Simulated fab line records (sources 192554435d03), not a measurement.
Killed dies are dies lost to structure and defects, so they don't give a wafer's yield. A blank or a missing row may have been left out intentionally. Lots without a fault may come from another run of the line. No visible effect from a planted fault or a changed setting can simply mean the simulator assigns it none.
fab line records	flow n5Finfet	part 2 of 2: steps 5 to 6 of 6
record: lots: 24	wafers: 72	lastDay: 17
route steps=1938 shown BEOL_M6@1241 BEOL_M7@1278
lots that met no fault: taken from a fault-free run of the same line
startH: hours from the record's first day to the start of the lot's first wafer shown	waitH: hours since the lot's step before	" as in the row above	L1.1+2: a single row standing in for several wafers	- value missing, or start not given	* or withheld: withheld	< > ~ a bound
route shown NAME@n: NAME is a module with steps in the file, n the number in the route of the first one	usual: mean and standard deviation over wafers with no fault	same: alike in all rows	chamber/n: place in a boat	sites: readings site by site	_std_site: standard deviation across them	_edge_site: outer sites' mean less inner sites'	radiusMm: how far each site lies from the wafer's centre	mask NAME#n: copy n	behind: tool/chamber where the wafer was last shaped	hold: why the lot went on hold/how many hours it stayed there/how the hold came to an end	device: names the non-switching transistor (n, p or np)	end of line: the same wafers' tests at the end of the route	a step with no rows: only its recipe	killed: dies lost to structure and defects at the first sort, not the wafer's yield	map: shows each die of a wafer: x if killed, . if not, _ if none is there
set.NAME: the setting that was run; set.NAME@STEP: the one run at that earlier step	model.NAME: the simulator's own value behind a step, which no gauge read
route steps across a sampled set of lots; one table per step, one row per wafer
services: from which hour (startH, from the record's first day; less than 0 if before it) a tool's chamber was out of use, for how many hours, and why
== steps ==
step: N5_BEOL_M7_ETCH_41
recipe: chemistry: CH3F/O2	target: SiCN	targetDepthA: 319	taperDeg: 2	timeS: 57.8	ionEnergyEv: 120	maskMaterial: TiN	pressureMtorr: 30	sourceW: 395	biasW: 75	Ar_flow_sccm: 150	CH3F_flow_sccm: 30	O2_flow_sccm: 20
usual: drypumpMotorCurrentA: 5.7/0.5	oesProductAu: 0.80/0.085	rfVppV: 296.8/1.5	showerheadPlenumPTorr: 1.98/0.066	throttleValvePct: 16.19/0.16
lot.wafer	tool	chamber	startH	waitH	drypumpMotorCurrentA	oesProductAu	rfHoursCounterH	rfVppV	showerheadPlenumPTorr	throttleValvePct
L074.4	rieDiel-06	0	-	-	5.8	0.95	13	295.9	1.96	15.99
L074.5	"	3	"	"	5.9	0.85	-	297.3	1.95	16.05
L074.6	"	0	"	"	5.8	0.94	-	297.1	1.96	15.98
L075.1	rieDiel-01	2	-	-	5.0	0.81	78	295.5	1.94	16.06
L075.3	"	1	"	"	5.7	0.75	153	294.5	1.91	16.04
L075.6	"	3	"	"	4.7	0.81	-	296.3	1.93	16.06
L076.1	rieDiel-02	1	-	-	6.1	0.95	11	296.7	1.97	16.17
L076.3	"	0	"	"	5.9	0.71	229	297.2	1.98	16.45
L076.5	"	2	"	"	6.0	0.93	-	298.0	1.95	16.19
L077.1	rieDiel-06	0	-	-	5.8	0.93	21	296.9	1.96	16.00
L077.2	"	2	"	"	5.6	0.68	225	295.3	1.97	16.18
L077.5	"	3	"	"	5.9	0.84	-	295.7	1.95	16.06
L078.1	rieDiel-06	1	-	-	6.6	0.87	61	300.9	2.11	16.28
L078.3	"	0	"	"	5.8	0.92	29	297.0	1.96	16.03
L078.5	"	1	"	"	6.6	0.86	-	299.9	2.11	16.28
L080.1	rieDiel-01	2	-	-	4.9	0.80	87	295.3	1.94	16.06
L080.4	"	0	"	"	5.7	0.74	162	298.6	2.09	16.52
L080.6	"	1	"	"	5.8	0.74	-	296.5	1.91	16.04
L079.2	rieDiel-01	1	-	-	5.8	0.74	162	295.7	1.91	16.05
L079.4	"	3	"	"	4.6	0.81	106	295.5	1.93	16.09
L079.5	"	0	"	"	5.8	0.73	-	298.5	2.09	16.52
L081.3	rieDiel-01	3	-	-	4.7	0.80	107	295.8	1.93	16.10
L081.4	"	2	"	"	5.0	0.80	89	298.6	1.94	16.07
L081.5	"	1	"	"	5.8	0.74	-	295.8	1.91	16.06
L082.2	rieDiel-06	1	-	-	6.6	0.85	68	300.6	2.11	16.30
L082.3	"	0	"	"	5.8	0.91	36	296.8	1.95	16.03
L082.6	"	3	"	"	5.9	0.81	-	295.8	1.94	16.08
L083.3	rieDiel-01	0	-	-	5.7	0.72	171	298.7	2.08	16.53
L083.4	"	3	"	"	4.7	0.79	113	295.4	1.92	16.13
L083.5	"	1	"	"	5.8	0.74	-	295.3	1.91	16.07
L084.4	rieDiel-06	1	-	-	6.6	0.85	70	299.3	2.11	16.30
L084.5	"	0	"	"	5.8	0.90	-	295.8	1.95	16.05
L084.6	"	1	"	"	6.6	0.86	-	299.0	2.11	16.31
L085.2	rieDiel-02	1	-	-	6.0	0.92	23	296.1	1.96	16.21
L085.4	"	0	"	"	6.0	0.70	241	296.3	1.97	16.49
L085.5	"	2	"	"	6.0	0.90	-	295.7	1.95	16.20
L087.1	rieDiel-01	0	-	-	5.8	0.72	174	300.1	2.08	16.55
L087.2	"	2	"	"	4.9	0.79	99	297.1	1.94	16.10
L087.3	"	1	"	"	5.8	0.73	174	294.6	1.91	16.07
L086.1	rieDiel-06	2	-	-	5.7	0.66	245	297.8	1.97	16.20
L086.2	"	3	"	"	5.9	0.80	80	297.0	1.94	16.10
L086.6	"	2	"	"	5.7	0.67	-	296.9	1.97	16.21
L088.1	rieDiel-02	2	-	-	6.0	0.89	41	296.0	1.95	16.23
L088.4	"	3	"	"	5.6	0.66	233	297.3	2.05	16.39
L088.5	"	3	"	"	5.6	0.66	-	298.8	2.05	16.42
L089.1	rieDiel-01	3	-	-	4.7	0.79	124	297.3	1.92	16.14
L089.3	"	2	"	"	5.0	0.78	107	295.8	1.93	16.12
L089.6	"	0	"	"	5.7	0.71	-	299.6	2.08	16.55
L090.3	rieDiel-01	0	-	-	5.7	0.71	185	297.9	2.08	16.57
L090.4	"	2	"	"	5.0	0.77	110	296.8	1.93	16.11
L090.6	"	1	"	"	5.8	0.72	-	293.5	1.90	16.08
L091.1	rieDiel-06	1	-	-	6.6	0.84	80	299.4	2.11	16.35
L091.2	"	2	"	"	5.6	0.67	252	298.0	1.96	16.22
L091.6	"	2	"	"	5.6	0.67	-	295.1	1.96	16.21
L092.1	rieDiel-02	1	-	-	6.0	0.87	44	295.4	1.96	16.23
L092.2	"	2	"	"	6.0	0.87	55	294.9	1.94	16.25
L092.3	"	3	"	"	5.6	0.66	246	299.2	2.04	16.43
L095.1	rieDiel-02	1	-	-	6.1	0.87	47	297.8	1.96	16.24
L095.4	"	3	"	"	5.6	0.66	249	298.8	2.04	16.44
L095.5	"	1	"	"	6.0	0.87	-	296.2	1.96	16.24
L093.3	rieDiel-06	3	-	-	5.9	0.80	97	296.2	1.94	16.12
L093.4	"	0	"	"	5.8	0.87	-	298.4	1.95	16.07
L093.6	"	3	"	"	5.9	0.80	-	296.4	1.94	16.13
L097.2	rieDiel-06	3	-	-	5.9	0.80	97	296.7	1.94	16.10
L097.3	"	1	"	"	6.6	0.83	88	297.8	2.10	16.35
L097.6	"	3	"	"	5.9	0.79	-	297.2	1.94	16.13
L094.1	rieDiel-01	1	-	-	5.8	0.71	199	295.9	1.90	16.12
L094.4	"	3	"	"	4.7	0.77	141	295.0	1.91	16.16
L094.6	"	1	"	"	5.8	0.70	-	295.6	1.90	16.12
L096.3	rieDiel-01	2	-	-	5.0	0.77	121	295.9	1.93	16.15
L096.4	"	1	"	"	5.8	0.70	202	294.5	1.90	16.11
L096.6	"	0	"	"	5.8	0.70	-	298.0	2.07	16.60
step: N5_BEOL_M7_CURE_75
recipe: tempC: 370	timeS: 120	ambient: DMADMS/He	material: SiCOH_lowk
usual: lampPowerPct: 52.32/0.061	wafer_temp_C_max: 371.8/0.55
lot.wafer	tool	chamber	startH	waitH	lampPowerPct	wafer_temp_C_max
L074.4	uvCure-02	1	182.10	0.2	52.18	371.7
L074.5	"	1	"	"	52.30	371.8
L074.6	"	1	"	"	52.41	371.5
L075.1	uvCure-03	1	197.68	0.0	52.30	371.1
L075.3	"	1	"	"	52.26	371.6
L075.6	"	1	"	"	52.38	371.4
L076.1	uvCure-03	0	206.88	0.0	52.41	372.9
L076.3	"	0	"	"	52.30	372.1
L076.5	"	0	"	"	52.41	372.5
L077.1	uvCure-01	0	207.22	0.0	52.30	371.2
L077.2	"	0	"	"	52.39	371.4
L077.5	"	0	"	"	52.28	371.5
L078.1	uvCure-01	2	225.43	0.0	52.24	371.4
L078.3	"	2	"	"	52.28	371.6
L078.5	"	2	"	"	52.31	371.6
L080.1	uvCure-03	0	225.85	0.0	52.27	372.4
L080.4	"	0	"	"	52.25	372.5
L080.6	"	0	"	"	52.29	373.4
L079.2	uvCure-01	2	226.29	0.1	52.36	371.3
L079.4	"	2	"	"	52.31	371.1
L079.5	"	2	"	"	52.42	371.0
L081.3	uvCure-01	1	229.09	0.1	52.33	371.9
L081.4	"	1	"	"	52.28	372.3
L081.5	"	1	"	"	52.17	372.1
L082.2	uvCure-02	0	248.46	0.1	52.35	371.7
L082.3	"	0	"	"	52.36	372.2
L082.6	"	0	"	"	52.32	371.6
L083.3	uvCure-02	0	252.14	0.1	52.32	371.7
L083.4	"	0	"	"	52.43	371.7
L083.5	"	0	"	"	52.40	371.8
L084.4	uvCure-01	0	254.34	0.2	52.26	371.1
L084.5	"	0	"	"	52.40	371.0
L084.6	"	0	"	"	52.42	371.8
L085.2	uvCure-02	1	256.79	0.1	52.41	371.3
L085.4	"	1	"	"	52.32	371.4
L085.5	"	1	"	"	52.41	371.4
L087.1	uvCure-03	0	259.81	0.0	52.34	373.0
L087.2	"	0	"	"	52.39	372.0
L087.3	"	0	"	"	52.32	372.0
L086.1	uvCure-03	0	260.46	0.0	52.29	372.3
L086.2	"	0	"	"	52.42	372.0
L086.6	"	0	"	"	52.38	373.0
L088.1	uvCure-02	0	279.48	0.1	52.23	372.5
L088.4	"	0	"	"	52.31	371.6
L088.5	"	0	"	"	52.32	371.5
L089.1	uvCure-02	2	282.63	0.0	52.30	372.5
L089.3	"	2	"	"	52.26	373.5
L089.6	"	2	"	"	52.40	372.7
L090.3	uvCure-03	2	290.41	0.1	52.29	372.3
L090.4	"	2	"	"	52.31	372.4
L090.6	"	2	"	"	52.43	372.6
L091.1	uvCure-01	1	301.80	0.0	52.29	372.5
L091.2	"	1	"	"	52.27	372.3
L091.6	"	1	"	"	52.41	371.6
L092.1	uvCure-02	1	313.67	0.0	52.34	371.5
L092.2	"	1	"	"	52.34	371.3
L092.3	"	1	"	"	52.29	371.1
L095.1	uvCure-02	1	323.46	0.0	52.31	371.7
L095.4	"	1	"	"	52.28	371.8
L095.5	"	1	"	"	52.30	371.3
L093.3	uvCure-01	0	325.38	0.1	52.28	371.0
L093.4	"	0	"	"	52.28	371.5
L093.6	"	0	"	"	52.45	370.9
L097.2	uvCure-02	1	325.73	0.1	52.29	371.8
L097.3	"	1	"	"	52.33	371.3
L097.6	"	1	"	"	52.42	372.0
L094.1	uvCure-03	2	330.91	0.0	52.39	371.9
L094.4	"	2	"	"	52.36	372.0
L094.6	"	2	"	"	52.22	371.6
L096.3	uvCure-03	0	340.19	0.5	52.43	372.1
L096.4	"	0	"	"	52.27	372.1
L096.6	"	0	"	"	52.31	373.5
== services ==
tool	chamber	startH	hours	kind
rtpAnneal-02	-	151.31	10.7	pm
uvCure-02	-	157.99	1.1	repair
uvCure-03	-	163.33	3.4	pm
uvCure-03	-	173.90	1.1	repair
uvCure-02	-	194.20	3.5	repair
uvCure-01	-	197.76	1.0	pm
uvCure-01	-	213.00	2.8	pm
rieDiel-02	-	215.56	14.6	pm
rieDiel-05	0	219.57	8.4	repair
rieDiel-01	-	231.04	0.4	repair
rieDiel-05	2	241.26	2.6	repair
uvCure-03	-	249.33	2.1	pm
rieDiel-04	0	266.18	6.3	repair
rieDiel-06	-	276.05	14.6	pm
rieDiel-02	-	279.98	0.2	repair
uvCure-02	-	286.34	2.8	pm
uvCure-02	-	297.02	10.8	repair
rieDiel-06	2	307.59	1.2	repair
rieDiel-02	0	316.35	5.3	repair
rieDiel-03	-	321.59	0.2	repair
rieDiel-03	3	327.58	11.6	repair
rieDiel-04	1	328.03	7.2	repair
uvCure-01	-	334.80	7.5	pm
rieDiel-06	2	335.32	3.3	repair
